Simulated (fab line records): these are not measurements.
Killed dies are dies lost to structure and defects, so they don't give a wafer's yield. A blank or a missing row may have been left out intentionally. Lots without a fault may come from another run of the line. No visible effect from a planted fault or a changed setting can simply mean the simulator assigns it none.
Comparing a struck lot with a sound one	flow n5-finfet	28 steps out of a route of 1938
Sound: wafers L630.3, L630.4, L630.5. Struck: wafer L635.2 (left out: L635.5, a lot-mate that was not struck); the cause follows at the end.
Order at every step that has rows: each side's tool, ch and its chambers, its first start. Under that, the readings that differ: sound wafers	struck wafers	difference of the means	sigmas: that difference in standard deviations of wafers without a fault.
alike: readings whose means differ by less than 2 such deviations, and words and numbers that are the same on both sides. not compared: withheld readings, readings that some wafer has no value for, bounds like >300 that may hide the same value, and numbers for which the record gives no deviation and whose values overlap.
The two part at a step that has a row with sigmas, a row that says differs or no value, or rows on one side only. When numbers do not overlap yet have no deviation, they are printed without sigmas and do not part them. A reading missing from all wafers of one side parts the sides only when that side holds two or more wafers.

first, 9 steps without rows for these wafers: N5_BEOL_M0_SAQP_COAT_34 (resist thk 30 nm); N5_BEOL_M0_SAQP_EBR_36; N5_BEOL_M0_SAQP_SOFTBAKE_35 (time 60 s); N5_BEOL_M0_SAQP_EXPOSE_37 (exposes mask M0 CUT1, target cd 30 nm); N5_BEOL_M0_SAQP_PEB_38 (peb time 60 s); N5_BEOL_M0_SAQP_DEVELOP_39 (develop time 30 s); N5_BEOL_M0_SAQP_DESCUM_45 (chemistry O2, time 7 s); N5_BEOL_M0_SAQP_ETCH_88 (etches underlayer in N2/H2, target depth 6.5 nm, time 5.2 s); N5_BEOL_M0_SAQP_ETCH_73 (etches SiARC in CF4, target depth 19.5 nm, time 32.5 s).
N5_BEOL_M0_SAQP_CUT_ETCH_46: etches SOC in N2/H2, target depth 135 nm, overetch 27 nm, time 202.5 s.
  sound on rie-diel-04 ch 2,3, day 8 01:35; struck on rie-diel-04 ch 2, day 9 01:36
reading	sound	struck	difference	sigmas
model.SiARC_of_BEOL_M0_SAQP_COAT_72.thk-nm (nm)	4.8 5 4.8	0	-5	
model.BEOL_M0_SAQP.cd-nm (nm)	29.6 30 29.6	34	+4	
model.SOC_of_BEOL_M0_SAQP_COAT_69.thk-nm (nm)	89.6 89.8 89.8	88.4	-1.3	
  alike: drypump-motor-current-A, h2-flow-sccm, rf-vpp-V, showerhead-plenum-p-Torr, temp-c, throttle-valve-pct
  not compared: rf-hours-counter-h
then, 3 steps without rows for these wafers: N5_BEOL_M0_SAQP_STRIP_74 (strips in N2/H2); N5_BEOL_M0_SAQP_STRIP_89 (strips in N2/H2); N5_BEOL_M0_SAQP_ALD_48 (deposits SiO2, target thk 20 nm, pulse time 1 s, co reactant pulse time 1 s).
N5_BEOL_M0_SAQP_ETCH_49: etches SiO2 in CF4/O2, target depth 37 nm.
  sound on rie-diel-03 ch 0,1,3, day 8 02:19; struck on rie-diel-04 ch 3, day 9 02:19
reading	sound	struck	difference	sigmas
rf-vpp-V (V)	240 233 236	250	+14	+2
model.BEOL_M0_SAQP.cd-nm (nm)	29.4 30 29.6	34.2	+4.5	
model.SOC_of_BEOL_M0_SAQP_COAT_69.thk-nm (nm)	70.6 70.4 70.6	69.2	-1.3	
  alike: O2_flow_sccm, drypump-motor-current-A, oes-product-au, showerhead-plenum-p-Torr, throttle-valve-pct
  not compared: rf-hours-counter-h
then, 10 steps without rows for these wafers: N5_BEOL_M0_SAQP_STRIP_75 (strips in CF4); N5_BEOL_M0_CUTY_COAT_50 (time 60 s, resist thk 15 nm); N5_BEOL_M0_CUTY_COAT_51 (resist thk 150 nm); N5_BEOL_M0_CUTY_EBR_52; N5_BEOL_M0_CUTY_SOFTBAKE_53 (time 60 s); N5_BEOL_M0_CUTY_EXPOSE_54 (exposes mask M0 ABLK); N5_BEOL_M0_CUTY_PEB_55 (peb time 60 s); N5_BEOL_M0_CUTY_DEVELOP_56 (develop time 30 s); N5_BEOL_M0_CUTY_DESCUM_61 (chemistry O2, time 7.9 s); N5_BEOL_M0_CUTY_ETCH_62 (etches SiARC in CF4, time 58.5 s).
N5_BEOL_M0_CUTY_ETCH_63: etches SOC in N2/H2, target depth 82.7 nm, overetch 16.5 nm, time 124 s.
  sound on rie-diel-05 ch 1,2, day 8 03:05; struck on rie-diel-05 ch 0, day 9 02:59
reading	sound	struck	difference	sigmas
h2-flow-sccm (sccm)	199.3 201.0 201.0	198.5	-1.9	-3
model.etch.depth-nm (nm)	70.57 70.4 70.64	69.12	-1.42	
  alike: drypump-motor-current-A, oes-product-au, rf-vpp-V, showerhead-plenum-p-Torr, temp-c, throttle-valve-pct
  not compared: rf-hours-counter-h
then, 1 step without rows for these wafers: N5_BEOL_M0_CUTY_STRIP_64 (strips in N2/H2).
-- here the record skips 3 days between the struck wafers' starts before and after, leaving off in module BEOL_M0_CUTY and picking up in module BEOL_M4 (first step shown: number 1111 of the route) --
N5_BEOL_M4_RC_MEAS_101:
  sound on prober-02 ch 0, day 11 14:00; struck on prober-01 ch 0, day 11 21:25
reading	sound	struck	difference	sigmas
IOFF_N (nA/um)	0.13 0.16 0.16	0.22	+0.07	+2
SS_P (mV/dec)	73.3 73.9 73.8	75.1	+1.4	+2
  alike: DIBL_N, DIBL_P, IOFF_P, ION_N, ION_P, SS_N, VT_N, VT_P
then, 1 step without rows for these wafers: N5_PASSIVATION_PROBE_49.

WHERE THEY PART
First at N5_BEOL_M0_SAQP_ETCH_49; last, within this record, at N5_BEOL_M4_RC_MEAS_101.

WHY: what the simulator had put in
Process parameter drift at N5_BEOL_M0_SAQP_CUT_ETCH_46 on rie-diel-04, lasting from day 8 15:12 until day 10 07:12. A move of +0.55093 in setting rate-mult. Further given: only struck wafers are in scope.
